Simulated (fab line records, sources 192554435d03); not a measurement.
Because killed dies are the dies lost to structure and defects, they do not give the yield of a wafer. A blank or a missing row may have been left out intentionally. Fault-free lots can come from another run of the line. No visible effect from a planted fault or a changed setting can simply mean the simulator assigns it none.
Which tool is to blame? | flow n5 finfet | 12 lots, 33 wafers sampled, at 3 steps of a route of 1938

## WHAT EACH GAUGE READ, for each wafer
N5_BEOL_M11_CD_MEAS_11: the cd target is 64.1 nm. Usual: cd nm 64.4 nm, standard deviation 0.66.
lot  | measured     | on        | cd nm (nm)     | flag
L644 | day 9 18:46  | cd sem-03 | 64.7 65.0 64.8 |
L645 | day 10 09:24 | cd sem-02 | 63.8 63.8 64.8 |
L647 | day 10 20:55 | cd sem-02 | 64.1 65.1 64.9 |
L648 | day 11 02:14 | cd sem-01 | 63.8 63.4 63.8 |
L649 | day 11 02:46 | cd sem-01 | 64.3 64.6 64.5 |
L651 | day 12 02:24 | cd sem-02 | 63.6 64.2 64.6 |
L654 | day 12 19:24 | cd sem-02 | 63.2 64.1      |
L656 | day 13 15:17 | cd sem-02 | 63.8 64.7      |
L659 | day 14 02:19 | cd sem-03 | 63.8 64.5      |
L662 | day 14 18:04 | cd sem-03 | 64.5 63.9 62.8 |
L666 | day 15 20:39 | cd sem-03 | 63.7 65.2 64.0 |
L667 | day 15 21:16 | cd sem-01 | 64.7 65.4 63.8 |

N5_BEOL_M11_OVL_MEAS_29. Usual: V10_OVL -0.5 nm, standard deviation 0.58.
lot  | measured     | on         | V10_OVL (nm)   | flag
L644 | day 9 23:22  | overlay-01 | -0.6 -1.3 -1.5 |
L645 | day 10 11:08 | overlay-02 | 0.1 -0.7 -0.4  |
L647 | day 10 21:54 | overlay-01 | -0.5 1.0 0.3   |
L648 | day 11 04:23 | overlay-01 | -0.7 -1.7 -0.8 |
L649 | day 11 04:34 | overlay-02 | -1.2 -0.8 -1.2 |
L651 | day 12 04:31 | overlay-02 | -0.9 0.3 0.0   |
L654 | day 12 21:38 | overlay-02 | -0.9 -0.3      |
L656 | day 13 18:46 | overlay-01 | -0.5 0.4       |
L659 | day 14 03:17 | overlay-01 | 0.0 -0.7       |
L662 | day 14 20:50 | overlay-01 | -1.4 -1.9 -1.2 |
L666 | day 15 22:29 | overlay-01 | 0.2 -0.3 0.4   |
L667 | day 15 22:40 | overlay-02 | 0.1 -0.8 -0.4  |

## WHICH TOOL RAN EACH LOT (tool, then ch and the chambers of the sampled wafers, then the start)
lot  | N5_BEOL_M11_PECVD_70
L644 | pecvd-03 ch 0,1, day 9 17:33
L645 | pecvd-01 ch 0,1,2, day 10 07:57
L647 | pecvd-02 ch 0,1,2, day 10 15:37
L648 | pecvd-02 ch 0,2, day 11 00:20
L649 | pecvd-03 ch 0,1,2, day 11 02:12
L651 | pecvd-02 ch 0,2, day 12 01:49
L654 | pecvd-02 ch 1,2, day 12 16:47
L656 | pecvd-03 ch 0,2, day 13 13:49
L659 | pecvd-02 ch 0,1, day 14 01:34
L662 | pecvd-02 ch 0,2, day 14 16:30
L666 | pecvd-02 ch 0,2, day 15 19:05
L667 | pecvd-01 ch 0,1,2, day 15 20:31
- N5_BEOL_M11_PECVD_70: deposits SiO2 from TEOS/O2, target thk 20 nm, time 22.7 s.

## AS READ BY THE TOOLS THEMSELVES (means over the sampled wafers that have a number; for cases with no such wafer, the mark the record gives instead)
N5_BEOL_M11_PECVD_70. Usual: heater power w 697 W, standard deviation 93; showerhead plenum p Torr 8.78 Torr, standard deviation 0.066; throttle valve pct 22.8 %, standard deviation 1.3.
lot  | tool     | heater power w (W) | showerhead plenum p Torr (Torr) | throttle valve pct (%) | flag
L644 | pecvd-03 | 623                | 8.81                            | 23.6                   |
L645 | pecvd-01 | 686                | 8.87                            | 23.5                   |
L647 | pecvd-02 | 744                | 8.73                            | 22.5                   |
L648 | pecvd-02 | 729                | 8.73                            | 22.3                   |
L649 | pecvd-03 | 689                | 8.79                            | 22.6                   |
L651 | pecvd-02 | 719                | 8.73                            | 22.3                   |
L654 | pecvd-02 | 662                | 8.71                            | 22.3                   |
L656 | pecvd-03 | 634                | 8.77                            | 21.9                   |
L659 | pecvd-02 | 794                | 8.75                            | 23.5                   |
L662 | pecvd-02 | 648                | 8.72                            | 21.7                   |
L666 | pecvd-02 | 601                | 8.71                            | 21.6                   |
L667 | pecvd-01 | 720                | 8.87                            | 23.4                   |

## THE ANSWER, worked out from the rows above alone
Rule: take the mean of a lot's wafers that have a number; if it is more than 3 standard deviations from the usual mean, the lot is off. A lot without any number at a reading at which 4 lots or more have one is off too. Any other lot the step has rows for is counted as sound. First the gauges in route order, then the tools' own readings, where a lot's mean is used as printed above. The first step at which some lot is off is used, and at that step the reading that is off furthest; a lot without a number counts as furthest.
Across all readings shown, no lot is off: no conclusion can be drawn from this.

## WHAT HAD BEEN PUT IN BY THE SIMULATOR
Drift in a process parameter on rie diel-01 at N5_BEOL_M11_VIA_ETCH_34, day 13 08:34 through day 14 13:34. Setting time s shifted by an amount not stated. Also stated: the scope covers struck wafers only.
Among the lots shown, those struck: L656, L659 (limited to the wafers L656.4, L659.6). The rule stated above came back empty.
